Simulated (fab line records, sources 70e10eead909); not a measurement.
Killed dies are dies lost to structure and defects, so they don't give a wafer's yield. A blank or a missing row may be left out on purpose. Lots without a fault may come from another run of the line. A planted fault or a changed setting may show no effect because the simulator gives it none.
Which tool did it? | flow nand_harc | 12 lots, 36 wafers sampled, at 4 steps of a route of 1159

WHAT THE GAUGES READ, wafer by wafer
The record holds no reading of a measuring or inspecting step that can be judged against a usual standard deviation.

WHICH TOOL RAN EACH LOT (tool, then ch and the chambers of the sampled wafers, then the start)
lot  | NHARC_P_M2_PRE_CLEAN_32         | NHARC_P_BONDPAD_ETCH_12            | NHARC_P_BONDPAD_ETCH_24                       | NHARC_P_BONDPAD_DEGAS_25
L863 | pecvd-04 ch 0,2, day 5 21:14    | rie_diel-08 ch 0,3, day 5 23:20    | rie_diel-08 ch 0,1,3, day 6 00:06 or earlier  | pvd_sputter-03, day 6 00:06
L864 | pecvd-01 ch 0,1,2, day 6 18:54  | rie_diel-08 ch 1,3, day 6 21:25    | rie_diel-08 ch 0,1,2, day 6 22:11 or earlier  | pvd_sputter-01, day 6 22:11
L865 | pecvd-04 ch 1,2, day 6 20:20    | rie_diel-08 ch 1,2,3, day 6 22:28  | rie_diel-08 ch 0,2,3, day 6 23:13 or earlier  | pvd_sputter-01, day 6 23:13
L866 | pecvd-04 ch 0,1, day 6 22:45    | rie_diel-08 ch 0,2, day 7 00:53    | rie_diel-08 ch 0,2, day 7 01:39 or earlier    | pvd_sputter-03, day 7 01:39
L867 | pecvd-03 ch 1,2, day 7 04:37    | rie_diel-11 ch 0,1,3, day 7 06:42  | rie_diel-11 ch 2,3, day 7 07:31 or earlier    | pvd_sputter-03, day 7 07:31
L868 | pecvd-01 ch 0,1,2, day 7 11:52  | rie_diel-08 ch 0,1,2, day 7 13:51  | rie_diel-09 ch 1,2,3, day 7 14:44 or earlier  | pvd_sputter-03, day 7 14:44
L869 | pecvd-01 ch 0,1, day 8 01:45    | rie_diel-08 ch 0,2,3, day 8 03:53  | rie_diel-08 ch 0,2,3, day 8 04:39 or earlier  | pvd_sputter-03, day 8 04:39
L871 | pecvd-03 ch 0,2, day 8 02:55    | rie_diel-08 ch 1,2, day 8 05:00    | rie_diel-08 ch 0,2,3, day 8 05:47 or earlier  | pvd_sputter-03, day 8 05:47
L874 | pecvd-01 ch 0,1,2, day 9 14:27  | rie_diel-11 ch 0,2,3, day 9 16:31  | rie_diel-08 ch 0,1, day 9 17:17 or earlier    | pvd_sputter-01, day 9 17:17
L877 | pecvd-01 ch 0,1,2, day 9 15:09  | rie_diel-08 ch 0,2,3, day 9 17:38  | rie_diel-08 ch 0,3, day 9 18:25 or earlier    | pvd_sputter-03, day 9 18:25
L880 | pecvd-04 ch 0,1,2, day 10 17:42 | rie_diel-08 ch 0,1,2, day 10 19:48 | rie_diel-08 ch 0,1,3, day 10 20:34 or earlier | pvd_sputter-03, day 10 20:34
L883 | pecvd-04 ch 0,2, day 11 04:09   | rie_diel-09 ch 0,3, day 11 06:16   | rie_diel-08 ch 0,2,3, day 11 07:01 or earlier | pvd_sputter-03, day 11 07:01
- NHARC_P_M2_PRE_CLEAN_32: time 12 s.
- NHARC_P_BONDPAD_ETCH_12: etches the open film in CHF3/O2, target depth 200 nm, time 100 s.
- NHARC_P_BONDPAD_ETCH_24: etches the open film in CF4/N2, target depth 30 nm, time 72.99 s.
- NHARC_P_BONDPAD_DEGAS_25: time 60 s.

WHAT THE TOOLS THEMSELVES READ (means of the sampled wafers that have a number; where no wafer has one, the mark that the record gives instead)
NHARC_P_M2_PRE_CLEAN_32.
lot  | tool     | heater_power_outer_w (W) | heater_power_w (W)
L863 | pecvd-04 | 322                      | 579
L864 | pecvd-01 | 372                      | 648
L865 | pecvd-04 | 338                      | 600
L866 | pecvd-04 | 294                      | 528
L867 | pecvd-03 | 383                      | 664
L868 | pecvd-01 | 387                      | 655
L869 | pecvd-01 | 370                      | 644
L871 | pecvd-03 | 420                      | 704
L874 | pecvd-01 | 367                      | 641
L877 | pecvd-01 | 381                      | 664
L880 | pecvd-04 | 353                      | 625
L883 | pecvd-04 | 338                      | 610

NHARC_P_BONDPAD_ETCH_12.
lot  | tool        | drypump_motor_current_A (A) | oes_product_au (a.u.) | rf_vpp_V (V) | run_length_s (s) | showerhead_plenum_p_Torr (Torr) | throttle_valve_pct (%)
L863 | rie_diel-08 | 5.37                        | 0.973                 | 371.2        | 120.9            | 2.41                            | 20.579
L864 | rie_diel-08 | 5.28                        | 0.966                 | 372.2        | 121.2            | 2.47                            | 20.569
L865 | rie_diel-08 | 5.52                        | 0.969                 | 373.0        | 121.3            | 2.50                            | 20.573
L866 | rie_diel-08 | 5.51                        | 0.962                 | 371.6        | 121.2            | 2.44                            | 20.574
L867 | rie_diel-11 | 5.64                        | 0.930                 | 369.5        | 121.4            | 2.36                            | 20.569
L868 | rie_diel-08 | 5.46                        | 0.962                 | 371.6        | 121.3            | 2.47                            | 20.570
L869 | rie_diel-08 | 5.56                        | 0.916                 | 373.3        | 121.1            | 2.48                            | 20.574
L871 | rie_diel-08 | 5.40                        | 0.934                 | 372.7        | 121.3            | 2.50                            | 20.576
L874 | rie_diel-11 | 5.67                        | 0.978                 | 369.6        | 121.5            | 2.33                            | 20.569
L877 | rie_diel-08 | 5.57                        | 0.927                 | 372.4        | 118.6            | 2.47                            | 20.574
L880 | rie_diel-08 | 5.46                        | 0.926                 | 371.9        | 118.5            | 2.47                            | 20.568
L883 | rie_diel-09 | 4.96                        | 0.968                 | 368.9        | 121.2            | 2.33                            | 20.574

NHARC_P_BONDPAD_ETCH_24.
lot  | tool        | drypump_motor_current_A (A) | n2_flow_sccm (sccm) | oes_product_au (a.u.) | rf_vpp_V (V) | run_length_s (s) | showerhead_plenum_p_Torr (Torr) | throttle_valve_pct (%)
L863 | rie_diel-08 | 5.31                        | 100.0               | 0.995                 | 315.0        | 94.0             | 2.67                            | 19.799
L864 | rie_diel-08 | 5.46                        | 100.0               | 0.993                 | 314.8        | 94.0             | 2.70                            | 19.785
L865 | rie_diel-08 | 5.57                        | 99.7                | 0.996                 | 315.5        | 94.4             | 2.71                            | 19.792
L866 | rie_diel-08 | 5.71                        | 99.9                | 1.004                 | 316.4        | 94.2             | 2.73                            | 19.798
L867 | rie_diel-11 | 5.74                        | 99.8                | 1.001                 | 313.3        | 94.2             | 2.59                            | 19.796
L868 | rie_diel-09 | 5.31                        | 100.0               | 0.994                 | 312.8        | 94.3             | 2.59                            | 19.800
L869 | rie_diel-08 | 5.57                        | 100.1               | 1.000                 | 315.6        | 94.1             | 2.70                            | 19.792
L871 | rie_diel-08 | 5.57                        | 100.3               | 1.003                 | 315.3        | 94.1             | 2.70                            | 19.792
L874 | rie_diel-08 | 5.26                        | 100.2               | 1.005                 | 313.6        | 93.9             | 2.63                            | 19.798
L877 | rie_diel-08 | 5.42                        | 99.7                | 0.998                 | 315.6        | 93.9             | 2.67                            | 19.778
L880 | rie_diel-08 | 5.32                        | 100.1               | 1.002                 | 313.8        | 94.0             | 2.66                            | 19.796
L883 | rie_diel-08 | 5.57                        | 99.9                | 0.998                 | 314.9        | 94.1             | 2.70                            | 19.792

NHARC_P_BONDPAD_DEGAS_25.
lot  | tool           | heater_power_w (W)
L863 | pvd_sputter-03 | 508
L864 | pvd_sputter-01 | 477
L865 | pvd_sputter-01 | 492
L866 | pvd_sputter-03 | 426
L867 | pvd_sputter-03 | 469
L868 | pvd_sputter-03 | 512
L869 | pvd_sputter-03 | 460
L871 | pvd_sputter-03 | 513
L874 | pvd_sputter-01 | 489
L877 | pvd_sputter-03 | 457
L880 | pvd_sputter-03 | 462
L883 | pvd_sputter-03 | 515

THE ANSWER, worked out from the rows above alone
Rule: what is usual is taken from the lots themselves. Put in order of their means at a reading, lots are off if they are a third of the lots or fewer, leave a main group of 4 or more, and stand apart from it by a gap of 3 or more times the standard deviation of the main group's means; of several such gaps the widest counts. A main group whose means are all the same, to the digits that the tables above print for the reading, isn't used. A lot without any number at a reading at which 4 lots or more have one is off too. The other lots that the step has rows for count as sound. The gauges are gone through in route order, then the tools' own readings, and for those a lot's mean is taken as printed above. The first step at which some lot is off is used, and at that step the reading that is off furthest; a lot without a number counts as furthest.
Off: L877, L880, at NHARC_P_BONDPAD_ETCH_12 (run_length_s). The main group: mean 121.2 s, standard deviation 0.16.
A tool fits if, at that step or a process step before it, it ran every lot that is off, and no sound lot after the first of them. One fits: rie_diel-08 at NHARC_P_BONDPAD_ETCH_12. Its last sound lot is L871 (day 8 05:00), its first lot that is off L877 (day 9 17:38): a fault that began between those two fits.
The tool's own readings at NHARC_P_BONDPAD_ETCH_12 bear it out: on the lots that are off they differ by more than 5 times the standard deviation of the sound lots' means. run_length_s reads 118.5 s there against 121.2 s on the sound lots.

WHAT THE SIMULATOR HAD PUT IN
Process parameter drift: rie_diel-08, from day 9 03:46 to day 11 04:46, at NHARC_P_BONDPAD_ETCH_12. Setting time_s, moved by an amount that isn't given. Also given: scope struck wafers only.
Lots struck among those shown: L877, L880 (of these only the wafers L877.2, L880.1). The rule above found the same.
